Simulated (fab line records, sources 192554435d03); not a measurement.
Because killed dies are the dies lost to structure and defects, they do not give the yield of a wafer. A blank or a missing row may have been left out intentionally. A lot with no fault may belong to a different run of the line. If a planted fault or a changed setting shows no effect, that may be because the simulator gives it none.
fab line records    flow n5Finfet
record lots=7  wafers=21
route steps=1938 shown GATE_CUT@479 MOL_CONTACT_COAG@565 BEOL_M0_SAQP@638 BEOL_M0_CUTY@705 BEOL_M0@715 BEOL_M1@757 BEOL_M2@860 BEOL_M3@980
startH: start of the lot's first displayed wafer, in hours after the record's first day    waitH: hours since the lot's step before    " identical to the entry in the row above    L1.1+2: a row that stands for several wafers    - no value present, or no start provided    * or withheld: withheld    < > ~ a bound
route shown NAME@n: names a module that has steps shown in the file, with the first one's number in the route    usual: mean and standard deviation over wafers with no fault    same: alike in all rows    chamber/n: place in a boat    sites: per-site readings    _std_site: how widely they spread, as a standard deviation    _edge_site: inner sites' mean taken away from outer sites' mean    radiusMm: how far each site lies from the wafer's centre    mask NAME#n: copy n    behind: the tool/chamber that last shaped the wafer    hold: why the lot was held/for how many hours/how that ended    device: which transistor (n, p or np) failed to switch    end of line: the same wafers' tests at the end of the route    a step with no rows: only its recipe    killed: count of dies lost to structure and defects at first sort (not the wafer's yield)    map: dies across one wafer; x = killed, . = not, _ = none there
set.NAME: setting as actually run; set.NAME@STEP: the setting as run at that earlier step    model.NAME: the simulator's own value behind a step, which no gauge read
lots where settings were altered on purpose, with a table for each step and a row for each wafer
## steps
# step N5_GATE_CUT_COAT_35
# recipe resist=SiARC  tempC=220  timeS=60  spinRpm=1500  resistThkNm=10
lot.wafer   tool           chamber  startH  waitH  set.spinRpm  model.SiARC_of_GATE_CUT_COAT_35.thkNm
L077.1      lithoTrack-02  0        -       -      1500         10
L077.2+5    "              0        "       "      1582         9.8
L078.1      lithoTrack-02  0        -       -      1441         10.2
L078.4+6    "              0        "       "      1500         10
L086.2+4+5  lithoTrack-01  0        -       -      1500         10
L087.2+5    lithoTrack-04  0        -       -      1448         10.2
L087.3      "              0        "       "      1500         10
L093.1+2    lithoTrack-04  0        -       -      1580         9.8
L093.6      "              0        "       "      1500         10
L094.3+4    lithoTrack-01  0        -       -      1440         10.2
L094.5      "              0        "       "      1500         10
L097.3      lithoTrack-04  0        -       -      1500         10
L097.4+6    "              0        "       "      1402         10.4
# step N5_GATE_CUT_COAT_27
# recipe resist=underlayer  tempC=205  timeS=60  spinRpm=1500  resistThkNm=10
# step N5_GATE_CUT_COAT_07
# recipe resist=CAR-EUV  spinRpm=1500  resistThkNm=30
# step N5_GATE_CUT_DESCUM_18
# recipe chemistry=O2  timeS=7  sourcePowerW=50  biasPowerW=20  pressureMtorr=20  rfFrequencyHz=2.712e+07  tempC=40  resist=CAR-EUV  o2FlowSccm=225
# step N5_GATE_CUT_ETCH_28
# recipe chemistry=N2/H2  target=underlayer  targetDepthA=130  maskMaterial=CAR-EUV  timeS=10.4  ionEnergyEv=200  pressureMtorr=30  sourceW=840  biasW=150  n2FlowSccm=200  h2FlowSccm=200  ends=cleared
# step N5_GATE_CUT_ETCH_36
# recipe chemistry=CF4  target=SiARC  targetDepthA=130  maskMaterial=CAR-EUV  timeS=21.7  ionEnergyEv=80  pressureMtorr=40  sourceW=545  biasW=36  Ar_flow_sccm=100  cf4FlowSccm=100  ends=cleared
lot.wafer  tool        chamber  startH  waitH  set.spinRpm@GATE_CUT_COAT_35  model.etch.depthNm
L077.1     rieDiel-02  3        101.82  0.0    1500                          10.09
L077.2     "           1        "       "      1582                          9.802
L077.5     "           3        "       "      1582                          9.788
L078.1     rieDiel-03  1        111.06  0.0    1441                          10.25
L078.4     "           3        "       "      1500                          10
L078.6     "           3        "       "      1500                          10.02
L086.2     rieDiel-01  3        158.93  0.0    1500                          9.996
L086.4     "           0        "       "      1500                          9.988
L086.5     "           0        "       "      1500                          10.04
L087.2     rieDiel-01  2        161.18  0.0    1448                          10.13
L087.3     "           1        "       "      1500                          9.966
L087.5     "           2        "       "      1448                          10.16
L093.1     rieDiel-01  2        200.33  0.0    1580                          9.708
L093.2     "           0        "       "      1580                          9.734
L093.6     "           3        "       "      1500                          9.963
L094.3     rieDiel-03  1        206.85  0.0    1440                          10.26
L094.4     "           2        "       "      1440                          10.25
L094.5     "           1        "       "      1500                          10.05
L097.3     rieDiel-01  3        226.01  0.0    1500                          10.04
L097.4     "           2        "       "      1402                          10.39
L097.6     "           3        "       "      1402                          10.36
# step N5_MOL_CONTACT_COAG_COAT_76
# recipe resist=SiARC  tempC=220  timeS=60  spinRpm=1500  resistThkNm=10
lot.wafer   tool           chamber  startH  waitH  set.spinRpm  model.SiARC_of_MOL_CONTACT_COAG_COAT_76.thkNm
L077.1+5    lithoTrack-02  0        -       -      1500         10
L077.2      "              0        "       "      1333         10.6
L078.1      lithoTrack-05  0        -       -      1606         9.6
L078.4+6    "              0        "       "      1500         10
L086.2+4+5  lithoTrack-05  0        -       -      1500         10
L087.2+3    lithoTrack-02  0        -       -      1399         10.4
L087.5      "              0        "       "      1500         10
L093.1+2+6  lithoTrack-02  0        -       -      1500         10
L094.3+5    lithoTrack-02  0        -       -      1554         9.8
L094.4      "              0        "       "      1500         10
L097.3      lithoTrack-03  0        -       -      1500         10
L097.4      "              0        "       "      1592         9.8
L097.6      "              0        "       "      1592         9.6
# step N5_MOL_CONTACT_COAG_COAT_77
# recipe resist=underlayer  tempC=205  timeS=60  spinRpm=1500  resistThkNm=10
# step N5_MOL_CONTACT_COAG_COAT_78
# recipe resist=CAR-EUV  spinRpm=1500  resistThkNm=40
# step N5_MOL_CONTACT_COAG_DESCUM_88
# recipe chemistry=O2  timeS=7  sourcePowerW=50  biasPowerW=20  pressureMtorr=20  rfFrequencyHz=2.712e+07  tempC=40  resist=CAR-EUV  o2FlowSccm=225
# step N5_MOL_CONTACT_COAG_ETCH_89
# recipe chemistry=N2/H2  target=underlayer  targetDepthA=130  maskMaterial=CAR-EUV  timeS=10.4  ionEnergyEv=200  pressureMtorr=30  sourceW=840  biasW=150  n2FlowSccm=200  h2FlowSccm=200  ends=cleared
# step N5_MOL_CONTACT_COAG_ETCH_90
# recipe chemistry=CF4  target=SiARC  targetDepthA=130  maskMaterial=CAR-EUV  timeS=21.7  ionEnergyEv=80  pressureMtorr=40  sourceW=545  biasW=36  Ar_flow_sccm=100  cf4FlowSccm=100  ends=cleared
lot.wafer  tool        chamber  startH  waitH  set.spinRpm@MOL_CONTACT_COAG_COAT_76  model.etch.depthNm
L077.1+5   rieDiel-05  0,1      116.51  0.0    1500                                  10.03
L077.2     "           1        "       "      1333                                  10.66
L078.1     rieDiel-04  1        124.46  0.0    1606                                  9.659
L078.4     "           0        "       "      1500                                  9.995
L078.6     "           2        "       "      1500                                  9.956
L086.2     rieDiel-04  0        173.46  0.0    1500                                  10.03
L086.4     "           3        "       "      1500                                  10.05
L086.5     "           3        "       "      1500                                  10.01
L087.2+3   rieDiel-04  3,1      175.67  0.0    1399                                  10.34
L087.5     "           2        "       "      1500                                  9.949
L093.1     rieDiel-06  2        213.09  0.0    1500                                  10.01
L093.2     "           1        "       "      1500                                  9.944
L093.6     "           2        "       "      1500                                  9.932
L094.3     rieDiel-04  1        220.06  0.0    1554                                  9.808
L094.4     "           0        "       "      1500                                  9.965
L094.5     "           0        "       "      1554                                  9.817
L097.3     rieDiel-05  0        241.15  0.0    1500                                  10
L097.4     "           1        "       "      1592                                  9.732
L097.6     "           1        "       "      1592                                  9.689
# step N5_MOL_CONTACT_COAG_CVD_140
# recipe material=W  targetThkA=665  mode=selectiveFill  tempC=300  timeS=215
lot.wafer  tool     chamber  startH  waitH  set.targetThkA  model.W_of_MOL_CONTACT_COAG_CVD_140.thkNm
L077.1     cvdW-01  0        119.56  0.1    665             66.6
L077.2     "        1        "       "      665             67.4
L077.5     "        1        "       "      665             66.8
L078.1     cvdW-01  1        126.98  0.1    665             66.4
L078.4     "        1        "       "      665             66.8
L078.6     "        0        "       "      723.5           72.6
L086.2     cvdW-02  1        176.35  0.1    665             67.6
L086.4     "        0        "       "      665             65.4
L086.5     "        0        "       "      665             66
L087.2     cvdW-01  1        178.37  0.1    697.2           69.6
L087.3     "        1        "       "      665             67.4
L087.5     "        0        "       "      697.2           69.4
L093.1     cvdW-01  0        216.09  0.1    665             66.6
L093.2     "        1        "       "      665             67.8
L093.6     "        1        "       "      665             67.6
L094.3     cvdW-01  0        222.36  0.1    593.7           60.2
L094.4     "        1        "       "      665             67.6
L094.5     "        1        "       "      665             67.4
L097.3     cvdW-02  0        243.84  0.1    665             66.4
L097.4+6   "        1        "       "      665             67.8
# step N5_BEOL_M0_SAQP_PECVD_04
# recipe material=a-Si  targetThkA=600  tempC=350  precursor=SiH4/He  pressureTorr=3  rfW=100  timeS=60.2
lot.wafer  tool      chamber  startH  waitH  set.timeS  model.a-Si_of_BEOL_M0_SAQP_PECVD_04.thkNm
L077.1     pecvd-01  0        125.27  0.0    63.35      63.4
L077.2     "         1        "       "      60.2       61.2
L077.5     "         1        "       "      60.2       62
L078.1     pecvd-03  1        132.26  0.0    56.82      55.6
L078.4     "         2        "       "      60.2       60.2
L078.6     "         0        "       "      60.2       59
L086.2     pecvd-03  2        181.05  0.0    60.2       59.2
L086.4     "         2        "       "      60.2       59.4
L086.5     "         1        "       "      60.2       60
L087.2     pecvd-01  2        185.64  0.0    52.42      52.4
L087.3     "         1        "       "      60.2       60.6
L087.5     "         1        "       "      60.2       61.4
L093.1     pecvd-03  0        221.05  0.0    60.2       59.8
L093.2     "         2        "       "      60.2       59.6
L093.6     "         2        "       "      60.2       60.6
L094.3+5   pecvd-02  0,1      228.43  0.1    60.2       60.6
L094.4     "         1        "       "      56.65      57.4
L097.3+4   pecvd-01  0        250.85  0.0    60.2       59.8
L097.6     "         1        "       "      51.44      52.4
# step N5_BEOL_M0_SAQP_THK_MEAS_05
# usual thkNm=60.1/0.9
lot.wafer  tool          chamber  startH  waitH  set.timeS@BEOL_M0_SAQP_PECVD_04  thkNm
L077.1     filmMetro-01  -        125.40  0.1    63.35                            63.4
L077.2     "             -        "       "      60.2                             61.2
L077.5     "             -        "       "      60.2                             62.1
L078.1     filmMetro-01  -        132.36  0.1    56.82                            55.7
L078.4     "             -        "       "      60.2                             60.2
L078.6     "             -        "       "      60.2                             59.1
L086.2     filmMetro-01  -        181.14  0.1    60.2                             59.2
L086.4     "             -        "       "      60.2                             59.4
L086.5     "             -        "       "      60.2                             60.1
L087.2     filmMetro-02  -        185.73  0.1    52.42                            52.4
L087.3     "             -        "       "      60.2                             60.6
L087.5     "             -        "       "      60.2                             61.4
L093.1     filmMetro-01  -        221.15  0.1    60.2                             59.9
L093.2     "             -        "       "      60.2                             59.6
L093.6     "             -        "       "      60.2                             60.6
L094.3     filmMetro-02  -        228.53  0.1    60.2                             60.6
L094.4     "             -        "       "      56.65                            57.5
L094.5     "             -        "       "      60.2                             60.7
L097.3     filmMetro-02  -        250.95  0.1    60.2                             59.8
L097.4     "             -        "       "      60.2                             59.8
L097.6     "             -        "       "      51.44                            52.4
# step N5_BEOL_M0_CUTY_EXPOSE_54
# recipe maskId=M0_ABLK  na=1.35  sourceShape=conventional  sigmaOuter=0.8  polarization=unpolarized  doseMj=36
lot.wafer   tool            chamber  startH  waitH  mask       set.doseMj
L077.1+5    arfiScanner-01  0        130.69  -      M0_ABLK#0  34.55
L077.2      "               0        "       "      M0_ABLK#0  36
L078.1      arfiScanner-02  0        139.57  -      M0_ABLK#0  36
L078.4+6    "               0        "       "      M0_ABLK#0  34.72
L086.2+4+5  arfiScanner-02  0        189.17  -      M0_ABLK#0  36
L087.2+3    arfiScanner-01  0        193.86  -      M0_ABLK#0  36
L087.5      "               0        "       "      M0_ABLK#0  38.56
L093.1+6    arfiScanner-02  0        226.86  -      M0_ABLK#0  36.84
L093.2      "               0        "       "      M0_ABLK#0  36
L094.3+4    arfiScanner-02  0        235.07  -      M0_ABLK#0  35.17
L094.5      "               0        "       "      M0_ABLK#0  36
L097.3+4    arfiScanner-02  0        257.27  -      M0_ABLK#0  36.8
L097.6      "               0        "       "      M0_ABLK#0  36
# step N5_BEOL_M0_CUTY_PEB_55
# recipe pebTempC=110  pebTimeS=60  resist=CAR-ArF-block
# step N5_BEOL_M0_CUTY_DEVELOP_56
# recipe developTimeS=30  developer=TMAH  resist=CAR-ArF-block  rinseLiquid=diw  dry=airSpin  devTempC=23
# step N5_BEOL_M0_CUTY_CD_MEAS_57
# recipe targetCdNm=200  landingEnergyEv=500  detector=seInlens  polarity=line
# usual cdNm=199.9/0.97
lot.wafer  tool      chamber  startH  waitH  set.doseMj@BEOL_M0_CUTY_EXPOSE_54  cdNm
L077.1     cdSem-02  0        130.81  -      34.55                              202.5
L077.2     "         0        "       "      36                                 199.7
L077.5     "         0        "       "      34.55                              203.1
L078.1     cdSem-03  0        139.70  -      36                                 201.2
L078.4     "         0        "       "      34.72                              202.9
L078.6     "         0        "       "      34.72                              203.1
L086.2     cdSem-03  0        189.29  -      36                                 200.9
L086.4     "         0        "       "      36                                 201.1
L086.5     "         0        "       "      36                                 200.2
L087.2     cdSem-01  0        193.98  -      36                                 199.7
L087.3     "         0        "       "      36                                 199.5
L087.5     "         0        "       "      38.56                              193.0
L093.1     cdSem-03  0        226.98  -      36.84                              199.8
L093.2     "         0        "       "      36                                 200.6
L093.6     "         0        "       "      36.84                              199.4
L094.3     cdSem-03  0        235.19  -      35.17                              200.6
L094.4     "         0        "       "      35.17                              200.9
L094.5     "         0        "       "      36                                 200.3
L097.3     cdSem-02  0        257.39  -      36.8                               197.1
L097.4     "         0        "       "      36.8                               199.1
L097.6     "         0        "       "      36                                 198.3
# step N5_BEOL_M0_ETCH_138
# recipe chemistry=CH3F/O2  targetDepthA=120  target=SiCN  timeS=31.6  ionEnergyEv=120  pressureMtorr=30  sourceW=395  biasW=75  Ar_flow_sccm=150  CH3F_flow_sccm=30  O2_flow_sccm=20  ends=cleared
# usual rfVppV=296.6/1.6
lot.wafer  tool        chamber  startH  waitH  set.biasW  rfVppV
L077.1     rieDiel-04  1        131.11  0.0    63.79      267.0
L077.2     "           0        "       "      63.79      266.3
L077.5     "           3        "       "      75         295.9
L078.1     rieDiel-06  2        140.08  0.0    75         296.3
L078.4     "           0        "       "      79.48      308.3
L078.6     "           1        "       "      75         297.4
L086.2     rieDiel-05  2        189.78  0.0    75         298.4
L086.4     "           2        "       "      75         298.3
L086.5     "           0        "       "      75         295.0
L087.2     rieDiel-06  0        194.27  0.0    75         295.6
L087.3     "           2        "       "      61.58      260.6
L087.5     "           1        "       "      75         296.3
L093.1     rieDiel-04  1        227.39  0.0    67.97      278.7
L093.2     "           2        "       "      75         300.4
L093.6     "           3        "       "      67.97      278.3
L094.3     rieDiel-06  0        235.48  0.0    78.96      306.6
L094.4     "           0        "       "      75         295.5
L094.5     "           2        "       "      75         295.3
L097.3     rieDiel-04  1        257.86  0.0    83.75      316.0
L097.4     "           0        "       "      75         299.2
L097.6     "           2        "       "      75         298.8
# step N5_BEOL_M1_COAT_73
# recipe resist=underlayer  tempC=205  timeS=60  spinRpm=1500  resistThkNm=5
lot.wafer   tool           chamber  startH  waitH  set.spinRpm
L077.1+2    lithoTrack-05  0        -       -      1500
L077.5      "              0        "       "      1343
L078.1+4    lithoTrack-03  0        -       -      1568
L078.6      "              0        "       "      1500
L086.2+4+5  lithoTrack-05  0        -       -      1500
L087.2+3+5  lithoTrack-04  0        -       -      1500
L093.1+2+6  lithoTrack-03  0        -       -      1405
L094.3+4+5  lithoTrack-05  0        -       -      1500
L097.3+4+6  lithoTrack-04  0        -       -      1500
# step N5_BEOL_M1_COAT_05
# recipe resist=CAR-EUV  spinRpm=1500  resistThkNm=30
# step N5_BEOL_M1_EBR_07
# recipe solvent=PGMEA  ebrWidthMm=1.5
# step N5_BEOL_M1_DESCUM_16
# recipe chemistry=O2  timeS=7  sourcePowerW=50  biasPowerW=20  pressureMtorr=20  rfFrequencyHz=2.712e+07  tempC=40  resist=CAR-EUV  o2FlowSccm=225
# step N5_BEOL_M1_ETCH_74
# recipe chemistry=N2/H2  target=underlayer  targetDepthA=65  maskMaterial=CAR-EUV  timeS=5.2  ionEnergyEv=200  pressureMtorr=30  sourceW=840  biasW=150  n2FlowSccm=200  h2FlowSccm=200  ends=cleared
lot.wafer  tool        chamber  startH  waitH  set.spinRpm@BEOL_M1_COAT_73  model.etch.depthNm
L077.1     rieDiel-02  1        138.16  0.0    1500                         4.957
L077.2     "           3        "       "      1500                         4.965
L077.5     "           0        "       "      1343                         5.255
L078.1     rieDiel-02  1        146.14  0.0    1568                         4.875
L078.4     "           2        "       "      1568                         4.882
L078.6     "           2        "       "      1500                         4.987
L086.2     rieDiel-03  3        194.99  0.0    1500                         5.018
L086.4     "           0        "       "      1500                         5.025
L086.5     "           2        "       "      1500                         5.004
L087.2     rieDiel-03  0        199.89  0.0    1500                         4.99
L087.3     "           1        "       "      1500                         4.988
L087.5     "           1        "       "      1500                         4.986
L093.1     rieDiel-02  0        235.53  0.0    1405                         5.181
L093.2     "           1        "       "      1405                         5.187
L093.6     "           1        "       "      1405                         5.196
L094.3     rieDiel-01  0        241.78  0.0    1500                         5.002
L094.4     "           0        "       "      1500                         4.997
L094.5     "           3        "       "      1500                         4.986
L097.3     rieDiel-01  3        267.15  0.0    1500                         4.962
L097.4     "           0        "       "      1500                         4.966
L097.6     "           1        "       "      1500                         4.97
# step N5_BEOL_M2_ETCH_64
# recipe chemistry=N2/H2  target=SOC  targetDepthA=750  overetchA=225  maskMaterial=SiARC  tempC=40  timeS=121.9  ionEnergyEv=200  pressureMtorr=30  sourceW=840  biasW=150  n2FlowSccm=200  h2FlowSccm=200
# usual rfVppV=523.1/2.7
lot.wafer  tool        chamber  startH  waitH  set.biasW  rfVppV  model.SiARC_of_BEOL_M2_COAT_62.thkNm
L077.1     rieDiel-06  3        149.53  0.0    169.7      564.6   5.2
L077.2     "           1        "       "      150        523.5   6.2
L077.5     "           0        "       "      150        525.4   6.6
L078.1     rieDiel-06  1        155.57  0.0    150        522.0   6
L078.4     "           3        "       "      127.4      471.4   7.4
L078.6     "           0        "       "      150        522.9   6.4
L086.2     rieDiel-05  1        205.07  0.0    150        522.2   6.2
L086.4     "           3        "       "      150        522.1   6.6
L086.5     "           2        "       "      150        527.5   6.4
L087.2     rieDiel-04  3        212.66  0.0    150        522.0   6.2
L087.3     "           1        "       "      157.7      537.6   6.2
L087.5     "           2        "       "      157.7      544.0   6.2
L093.1     rieDiel-05  1        242.25  0.0    150        521.7   6.2
L093.2     "           3        "       "      150        523.2   6.4
L093.6     "           1        "       "      150        522.5   6.2
L094.3     rieDiel-05  3        253.18  0.0    150        521.9   6.4
L094.4     "           2        "       "      150        526.0   6.4
L094.5     "           0        "       "      150        528.6   6
L097.3     rieDiel-04  2        279.33  0.0    162.9      554.0   6
L097.4     "           1        "       "      162.9      548.9   6
L097.6     "           0        "       "      162.9      557.1   6
# step N5_BEOL_M2_COAT_67
# recipe resist=SOC  tempC=250  timeS=60  spinRpm=1500  resistThkNm=60
lot.wafer   tool           chamber  startH  waitH  set.spinRpm  model.SOC_of_BEOL_M2_COAT_67.thkNm
L077.1+2+5  lithoTrack-04  0        149.92  0.0    1500         60
L078.1      lithoTrack-01  0        155.96  0.0    1500         60
L078.4      "              0        "       "      1457         61
L078.6      "              0        "       "      1457         61.2
L086.2+4+5  lithoTrack-01  0        205.56  0.0    1500         60
L087.2      lithoTrack-02  0        213.06  0.0    1500         60
L087.3+5    "              0        "       "      1500         60.2
L093.1      lithoTrack-01  0        242.75  0.0    1500         59.8
L093.2      "              0        "       "      1500         60
L093.6      "              0        "       "      1371         62.8
L094.3      lithoTrack-02  0        253.57  0.0    1564         58.6
L094.4+5    "              0        "       "      1500         59.8
L097.3      lithoTrack-04  0        279.81  0.0    1663         57
L097.4      "              0        "       "      1500         59.8
L097.6      "              0        "       "      1663         56.8
# step N5_BEOL_M2_ETCHBACK_99
# recipe chemistry=CHF3  target=SiO2  targetDepthA=50  timeS=10.4  sourceW=215  biasW=47  Ar_flow_sccm=200  CHF3_flow_sccm=12  ionEnergyEv=100  pressureMtorr=30
lot.wafer   tool        chamber  startH  waitH  set.timeS
L077.1      rieDiel-04  3        153.38  2.5    11.51
L077.2+5    "           0,3      "       "      10.4
L078.1+6    rieDiel-04  2,0      157.18  0.1    9.127
L078.4      "           0        "       "      10.4
L086.2+4+5  rieDiel-06  2,3,2    208.03  1.9    10.4
L087.2+3    rieDiel-06  1        214.73  0.1    10.4
L087.5      "           1        "       "      12.18
L093.1+2+6  rieDiel-05  2,1,0    252.42  8.8    10.4
L094.3+4    rieDiel-04  1,3      265.46  11.2   10.4
L094.5      "           2        "       "      11.31
L097.3+6    rieDiel-04  2,3      291.52  10.5   12.07
L097.4      "           0        "       "      10.4
# step N5_BEOL_M2_ETCH_70
# recipe chemistry=N2/H2  target=SOC  targetDepthA=800  overetchA=240  maskMaterial=SiARC  tempC=40  timeS=130  ionEnergyEv=200  pressureMtorr=30  sourceW=840  biasW=150  n2FlowSccm=200  h2FlowSccm=200
lot.wafer  tool        chamber  startH  waitH  set.spinRpm@BEOL_M2_COAT_67  model.etch.depthNm
L077.1     rieDiel-04  3        153.41  0.0    1500                         59.99
L077.2     "           0        "       "      1500                         59.93
L077.5     "           3        "       "      1500                         59.92
L078.1     rieDiel-04  2        157.21  0.0    1500                         59.99
L078.4     "           0        "       "      1457                         61.04
L078.6     "           0        "       "      1457                         61.2
L086.2     rieDiel-06  2        208.06  0.0    1500                         59.93
L086.4     "           3        "       "      1500                         59.94
L086.5     "           2        "       "      1500                         60
L087.2     rieDiel-06  1        214.78  0.0    1500                         60.05
L087.3     "           1        "       "      1500                         60.12
L087.5     "           1        "       "      1500                         60.11
L093.1     rieDiel-05  2        252.46  0.0    1500                         59.81
L093.2     "           1        "       "      1500                         59.93
L093.6     "           0        "       "      1371                         62.8
L094.3     rieDiel-04  1        265.49  0.0    1564                         58.59
L094.4     "           3        "       "      1500                         59.8
L094.5     "           2        "       "      1500                         59.81
L097.3     rieDiel-04  2        291.55  0.0    1663                         56.95
L097.4     "           0        "       "      1500                         59.88
L097.6     "           3        "       "      1663                         56.84
# step N5_BEOL_M3_TRENCH_ETCH_37
# recipe chemistry=C4F6/O2  targetDepthA=555.55  target=SiOC  timeS=29.2  ionEnergyEv=250  pressureMtorr=30  sourceW=355  biasW=185  Ar_flow_sccm=300  C4F6_flow_sccm=10  O2_flow_sccm=10
lot.wafer  tool        chamber  startH  waitH  set.sourceW  model.BEOL_M3.featureDepthNm  model.etch.depthNm
L077.1     rieDiel-01  2        -       -      355          56                            56.06
L077.2     "           3        "       "      329.3        54.4                          54.32
L077.5     "           2        "       "      355          56                            55.94
L078.1     rieDiel-02  2        -       -      355          55.2                          55.12
L078.4     "           1        "       "      355          56                            56.02
L078.6     "           1        "       "      336.9        55                            55.01
L086.2     rieDiel-01  1        -       -      355          55                            54.97
L086.4     "           2        "       "      355          56                            55.95
L086.5     "           3        "       "      355          56                            56.03
L087.2     rieDiel-02  3        -       -      355          54.8                          54.81
L087.3     "           1        "       "      297.2        51.8                          51.76
L087.5     "           1        "       "      355          55.8                          55.74
L093.1     rieDiel-03  3        -       -      355          56.6                          56.6
L093.2     "           1        "       "      329.2        55.2                          55.18
L093.6     "           3        "       "      355          56                            56.05
L094.3     rieDiel-01  0        -       -      355          55                            54.93
L094.4     "           0        "       "      355          55.2                          55.19
L094.5     "           3        "       "      355          55.4                          55.47
L097.3     rieDiel-01  3        -       -      355          56.2                          56.29
L097.4     "           0        "       "      319.2        52.6                          52.69
L097.6     "           2        "       "      355          56.8                          56.84
## key
split step=N5_GATE_CUT_COAT_35  setting=spinRpm  stated=1500  by=wafer
response step=N5_GATE_CUT_COAT_35  reading=model.SiARC_of_GATE_CUT_COAT_35.thkNm  change=-0.0488  per=1%  r=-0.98
response step=N5_GATE_CUT_ETCH_36  reading=model.etch.depthNm  change=-0.0516  per=1%  r=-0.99
split step=N5_MOL_CONTACT_COAG_COAT_76  setting=spinRpm  stated=1500  by=wafer
response step=N5_MOL_CONTACT_COAG_COAT_76  reading=model.SiARC_of_MOL_CONTACT_COAG_COAT_76.thkNm  change=-0.0547  per=1%  r=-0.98
response step=N5_MOL_CONTACT_COAG_ETCH_90  reading=model.etch.depthNm  change=-0.0528  per=1%  r=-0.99
split step=N5_MOL_CONTACT_COAG_CVD_140  setting=targetThkA  stated=665  by=wafer
response step=N5_MOL_CONTACT_COAG_CVD_140  reading=model.W_of_MOL_CONTACT_COAG_CVD_140.thkNm  change=+0.654  per=1%  r=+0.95
split step=N5_BEOL_M0_SAQP_PECVD_04  setting=timeS  stated=60.2  by=wafer
response step=N5_BEOL_M0_SAQP_PECVD_04  reading=model.a-Si_of_BEOL_M0_SAQP_PECVD_04.thkNm  change=+0.571  per=1%  r=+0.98
response step=N5_BEOL_M0_SAQP_THK_MEAS_05  reading=thkNm  change=*  per=1%  r=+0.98
split step=N5_BEOL_M0_CUTY_EXPOSE_54  setting=doseMj  stated=36  by=wafer
response step=N5_BEOL_M0_CUTY_CD_MEAS_57  reading=cdNm  change=-0.736  per=1%  r=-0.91
split step=N5_BEOL_M0_ETCH_138  setting=biasW  stated=75  by=wafer
response step=N5_BEOL_M0_ETCH_138  reading=rfVppV  change=+1.93  per=1%  r=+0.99
split step=N5_BEOL_M1_COAT_73  setting=spinRpm  stated=1500  by=wafer
response step=N5_BEOL_M1_ETCH_74  reading=model.etch.depthNm  change=-0.0275  per=1%  r=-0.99
split step=N5_BEOL_M2_ETCH_64  setting=biasW  stated=150  by=wafer
response step=N5_BEOL_M2_ETCH_64  reading=rfVppV  change=+3.27  per=1%  r=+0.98
response step=N5_BEOL_M2_ETCH_64  reading=model.SiARC_of_BEOL_M2_COAT_62.thkNm  change=-0.0795  per=1%  r=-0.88
split step=N5_BEOL_M2_COAT_67  setting=spinRpm  stated=1500  by=wafer
response step=N5_BEOL_M2_COAT_67  reading=model.SOC_of_BEOL_M2_COAT_67.thkNm  change=-0.296  per=1%  r=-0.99
response step=N5_BEOL_M2_ETCH_70  reading=model.etch.depthNm  change=-0.302  per=1%  r=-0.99
split step=N5_BEOL_M2_ETCHBACK_99  setting=timeS  stated=10.4  by=wafer
response none clear
split step=N5_BEOL_M3_TRENCH_ETCH_37  setting=sourceW  stated=355  by=wafer
response step=N5_BEOL_M3_TRENCH_ETCH_37  reading=model.BEOL_M3.featureDepthNm  change=+0.239  per=1%  r=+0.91
response step=N5_BEOL_M3_TRENCH_ETCH_37  reading=model.etch.depthNm  change=+0.24  per=1%  r=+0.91
